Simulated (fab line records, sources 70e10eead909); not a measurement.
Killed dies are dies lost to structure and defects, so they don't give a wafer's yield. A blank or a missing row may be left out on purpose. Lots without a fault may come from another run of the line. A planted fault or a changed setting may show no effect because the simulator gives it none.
Which tool did it? | flow nand_harc | 12 lots, 36 wafers sampled, at 6 steps of a route of 1302

WHAT THE GAUGES READ, wafer by wafer
NHARC_END_SORT_01. Usual: killed_at_array 59, standard deviation 24; killed_at_other 0.7, standard deviation 1.2; killed_at_periphery 3.5, standard deviation 2.6; killed_dies 63, standard deviation 24; killed_open 3.2, standard deviation 2.1; killed_short 2.4, standard deviation 1.5.
lot  | measured     | on        | killed_at_array | killed_at_other | killed_at_periphery | killed_dies | killed_open | killed_short | flag
L146 | day 29 21:00 | prober-02 | 674 677 671     | 2 0 0           | 1 0 6               | 677 677 677 | 1 2 3       | 2 3 5        | OFF
L148 | day 30 12:39 | prober-01 | 672 672 668     | 0 1 2           | 5 4 7               | 677 677 677 | 2 5 4       | 3 3 3        | OFF
L147 | day 30 12:40 | prober-02 | 676 676 675     | 0 0 0           | 1 1 2               | 677 677 677 | 3 4 2       | 2 3 2        | OFF
L152 | day 33 16:38 | prober-02 | 44 48           | 3 6             | 6 3                 | 53 57       | 5 0         | 3 4          | OFF
L153 | day 33 06:24 | prober-02 | 67 76 57        | 0 0 0           | 5 6 3               | 72 82 60    | 8 4 1       | 3 0 0        |

WHICH TOOL RAN EACH LOT (tool, then ch and the chambers of the sampled wafers, then the start)
lot  | NHARC_A_WL_FILL_ETCHBACK_04       | NHARC_A_WL_FILL_ALD_19              | NHARC_A_WL_FILL_CVD_20        | NHARC_A_WL_FILL_CMP_12        | NHARC_A_CONTACT_DEP_24
L135 | rie_metal-03 ch 0,1, day 21 02:39 | ald_metal-02 ch 0,1,3, day 21 18:46 | cvd_w-01 ch 0,1, day 21 18:54 | cmp-02 ch 0,3, day 21 19:05   | pecvd-04 ch 0,1, day 21 19:43
L137 | rie_metal-01 ch 0,1, day 21 09:34 | ald_metal-04 ch 2,3, day 22 02:41   | cvd_w-01 ch 0,1, day 22 02:52 | cmp-02 ch 2,3, day 22 03:05   | pecvd-04 ch 0,1, day 22 03:39
L140 | rie_metal-02 ch 0,1, day 23 03:04 | ald_metal-03 ch 2,3, day 23 18:22   | cvd_w-01 ch 0,1, day 23 18:43 | cmp-04 ch 0,1,3, day 23 18:55 | pecvd-04 ch 0,1, day 23 19:36
L146 | rie_metal-01 ch 0,1, day 26 00:32 | ald_metal-03 ch 1,2,3, day 26 18:20 | cvd_w-01 ch 0,1, day 26 18:31 | cmp-01 ch 1,2, day 26 18:43   | -
L148 | rie_metal-03 ch 0,1, day 26 11:59 | ald_metal-03 ch 0,1,2, day 27 04:05 | cvd_w-01 ch 0,1, day 27 04:14 | cmp-04 ch 0,1,3, day 27 04:28 | -
L147 | rie_metal-03 ch 0, day 26 15:49   | ald_metal-02 ch 1,2, day 27 08:01   | cvd_w-01 ch 0,1, day 27 08:13 | cmp-04 ch 1,2,3, day 27 08:26 | -
L151 | rie_metal-01 ch 0,1, day 27 20:47 | ald_metal-02 ch 0,2,3, day 28 13:17 | cvd_w-02 ch 0,1, day 28 13:29 | cmp-02 ch 0,2,3, day 28 13:40 | pecvd-03 ch 0,2, day 28 14:12
L154 | rie_metal-01 ch 0,1, day 28 17:29 | ald_metal-04 ch 2,3, day 29 09:07   | cvd_w-02 ch 0,1, day 29 09:19 | cmp-04 ch 2,3, day 29 09:30   | pecvd-04 ch 0,2, day 29 10:03
L152 | rie_metal-03 ch 1, day 28 20:53   | ald_metal-03 ch 0,1,3, day 29 12:59 | cvd_w-01 ch 0,1, day 29 13:10 | cmp-04 ch 0,1,3, day 29 13:21 | pecvd-04 ch 0,1,2, day 29 13:52
L153 | rie_metal-02 ch 0,1, day 28 20:58 | ald_metal-02 ch 1,2,3, day 29 13:00 | cvd_w-02 ch 0,1, day 29 13:11 | cmp-02 ch 0,3, day 29 13:22   | pecvd-03 ch 0,1,2, day 29 13:59
L155 | rie_metal-01 ch 0,1, day 29 19:14 | ald_metal-02 ch 1,3, day 30 12:28   | cvd_w-01 ch 0,1, day 30 12:42 | cmp-04 ch 0,1,3, day 30 12:53 | pecvd-01 ch 0,2, day 30 13:26
L156 | rie_metal-01 ch 0,1, day 30 07:53 | ald_metal-02 ch 2,3, day 31 01:30   | cvd_w-02 ch 0,1, day 31 01:44 | cmp-01 ch 1,2,3, day 31 01:57 | pecvd-03 ch 0,1, day 31 02:28
- NHARC_A_WL_FILL_ETCHBACK_04: etches the open film in NF3, target depth 60 nm, time 120 s.
- NHARC_A_WL_FILL_ALD_19: deposits TiN, target thk 2 nm, pulse time 3 s, ald cycles 100.
- NHARC_A_WL_FILL_CVD_20: deposits W, target thk 100 nm, time 74 s.
- NHARC_A_WL_FILL_CMP_12: polishes, t overpolish 30 s, target thk 100 nm.
- NHARC_A_CONTACT_DEP_24: deposits SiO2, target thk 500 nm.

WHAT THE TOOLS THEMSELVES READ (means of the sampled wafers that have a number; where no wafer has one, the mark that the record gives instead)
NHARC_A_WL_FILL_ETCHBACK_04. Usual: drypump_motor_current_A 6.0 A, standard deviation 0.42; oes_product_au 1.007 a.u., standard deviation 0.0082.
lot  | tool         | drypump_motor_current_A (A) | oes_product_au (a.u.) | flag
L135 | rie_metal-03 | 5.9                         | 1.001                 |
L137 | rie_metal-01 | 6.3                         | 1.005                 |
L140 | rie_metal-02 | 5.3                         | 1.005                 |
L146 | rie_metal-01 | 6.4                         | 1.008                 |
L148 | rie_metal-03 | 5.9                         | 1.013                 |
L147 | rie_metal-03 | 5.8                         | 1.004                 |
L151 | rie_metal-01 | 6.3                         | 0.995                 |
L154 | rie_metal-01 | 6.3                         | 1.009                 |
L152 | rie_metal-03 | 6.1                         | 1.012                 |
L153 | rie_metal-02 | 5.6                         | 1.007                 |
L155 | rie_metal-01 | 6.3                         | 1.010                 |
L156 | rie_metal-01 | 6.4                         | 1.009                 |

NHARC_A_WL_FILL_ALD_19. Usual: heater_power_w 1115 W, standard deviation 99; precursor_pulse_height_rel 1.002, standard deviation 0.02.
lot  | tool         | heater_power_w (W) | precursor_pulse_height_rel | flag
L135 | ald_metal-02 | 1091               | 1.004                      |
L137 | ald_metal-04 | 1163               | 0.996                      |
L140 | ald_metal-03 | 1136               | 0.982                      |
L146 | ald_metal-03 | 1130               | 1.008                      |
L148 | ald_metal-03 | 1118               | 1.009                      |
L147 | ald_metal-02 | 1031               | 0.985                      |
L151 | ald_metal-02 | 1182               | 1.001                      |
L154 | ald_metal-04 | 1044               | 1.011                      |
L152 | ald_metal-03 | 1106               | 1.002                      |
L153 | ald_metal-02 | 1071               | 1.014                      |
L155 | ald_metal-02 | 1013               | 1.023                      |
L156 | ald_metal-02 | 1191               | 1.007                      |

NHARC_A_WL_FILL_CVD_20. Usual: chamber_pressure_Torr 40.00 Torr, standard deviation 0.083; heater_power_outer_w 442 W, standard deviation 30; heater_power_w 744 W, standard deviation 56; throttle_valve_pct 7.99 %, standard deviation 0.24.
lot  | tool     | chamber_pressure_Torr (Torr) | heater_power_outer_w (W) | heater_power_w (W) | throttle_valve_pct (%) | flag
L135 | cvd_w-01 | 39.94                        | 405                      | 684                | 7.70                   |
L137 | cvd_w-01 | 39.95                        | 409                      | 686                | 7.83                   |
L140 | cvd_w-01 | 40.10                        | 408                      | 681                | 7.79                   |
L146 | cvd_w-01 | -                            | -                        | -                  | -                      | OFF
L148 | cvd_w-01 | -                            | -                        | -                  | -                      | OFF
L147 | cvd_w-01 | -                            | -                        | -                  | -                      | OFF
L151 | cvd_w-02 | 40.04                        | 471                      | 813                | 8.00                   |
L154 | cvd_w-02 | 40.00                        | 478                      | 793                | 8.16                   |
L152 | cvd_w-01 | 39.90                        | 424                      | 687                | 8.05                   |
L153 | cvd_w-02 | 40.05                        | 485                      | 784                | 8.04                   |
L155 | cvd_w-01 | 40.06                        | 416                      | 686                | 7.93                   |
L156 | cvd_w-02 | 39.92                        | 474                      | 794                | 8.10                   |

NHARC_A_WL_FILL_CMP_12. Usual: motor_current_A 12.3 A, standard deviation 1.3; overpolish_run_s 29.999 s, standard deviation 0.0086; slurry_flow_ml_min 150.0, standard deviation 0.48; time_to_endpoint_s 20.3 s, standard deviation 2.6.
lot  | tool   | motor_current_A (A) | overpolish_run_s (s) | slurry_flow_ml_min | time_to_endpoint_s (s) | flag
L135 | cmp-02 | 12.0                | 29.990               | 149.4              | 21.0                   |
L137 | cmp-02 | 11.7                | 29.997               | 149.7              | 19.6                   |
L140 | cmp-04 | 11.8                | 30.004               | 149.8              | 19.5                   |
L146 | cmp-01 | 12.6                | 29.997               | 150.1              | 3.2                    | OFF
L148 | cmp-04 | 11.6                | 30.000               | 149.7              | 0.8                    | OFF
L147 | cmp-04 | 11.6                | 29.995               | 150.4              | 0.9                    | OFF
L151 | cmp-02 | 12.2                | 29.990               | 149.8              | 19.0                   |
L154 | cmp-04 | 11.5                | 30.000               | 149.8              | 16.3                   |
L152 | cmp-04 | 11.7                | 29.996               | 149.6              | 18.3                   |
L153 | cmp-02 | 13.2                | 29.996               | 150.7              | 18.1                   |
L155 | cmp-04 | 11.5                | 29.995               | 149.4              | 21.2                   |
L156 | cmp-01 | 13.3                | 30.005               | 150.1              | 20.1                   |

NHARC_A_CONTACT_DEP_24. Usual: chamber_pressure_Torr 6.500 Torr, standard deviation 0.015; heater_power_w 574 W, standard deviation 98; throttle_valve_pct 16.0 %, standard deviation 0.35.
lot  | tool     | chamber_pressure_Torr (Torr) | heater_power_w (W) | throttle_valve_pct (%) | flag
L135 | pecvd-04 | 6.495                        | 660                | 15.9                   |
L137 | pecvd-04 | 6.503                        | 617                | 15.7                   |
L140 | pecvd-04 | 6.496                        | 636                | 15.8                   |
L151 | pecvd-03 | 6.502                        | 432                | 16.2                   |
L154 | pecvd-04 | 6.512                        | 692                | 15.7                   |
L152 | pecvd-04 | 6.510                        | 644                | 15.7                   |
L153 | pecvd-03 | 6.499                        | 521                | 16.3                   |
L155 | pecvd-01 | 6.493                        | 475                | 16.4                   |
L156 | pecvd-03 | 6.490                        | 553                | 16.1                   |

THE ANSWER, worked out from the rows above alone
Rule: a lot is off if the mean of its wafers that have a number lies more than 3 standard deviations from the usual mean. A lot without any number at a reading at which 4 lots or more have one is off too. The other lots that the step has rows for count as sound. The gauges are gone through in route order, then the tools' own readings, and for those a lot's mean is taken as printed above. The first step at which some lot is off is used, and at that step the reading that is off furthest; a lot without a number counts as furthest.
Off: L146, L148, L147, at NHARC_END_SORT_01 (killed_at_array). Neither off nor sound, because the step has no rows for them: L135, L137, L140, L151, L154, L155, L156.
A tool fits if, at a process step before that reading, it ran every lot that is off, and no sound lot after the first of them. The gauges at NHARC_END_SORT_01 aren't tried: what is off there is off at NHARC_A_WL_FILL_CVD_20 too, on other tools, and a gauge's error can't cause that. None of those tried fits.

WHAT THE SIMULATOR HAD PUT IN
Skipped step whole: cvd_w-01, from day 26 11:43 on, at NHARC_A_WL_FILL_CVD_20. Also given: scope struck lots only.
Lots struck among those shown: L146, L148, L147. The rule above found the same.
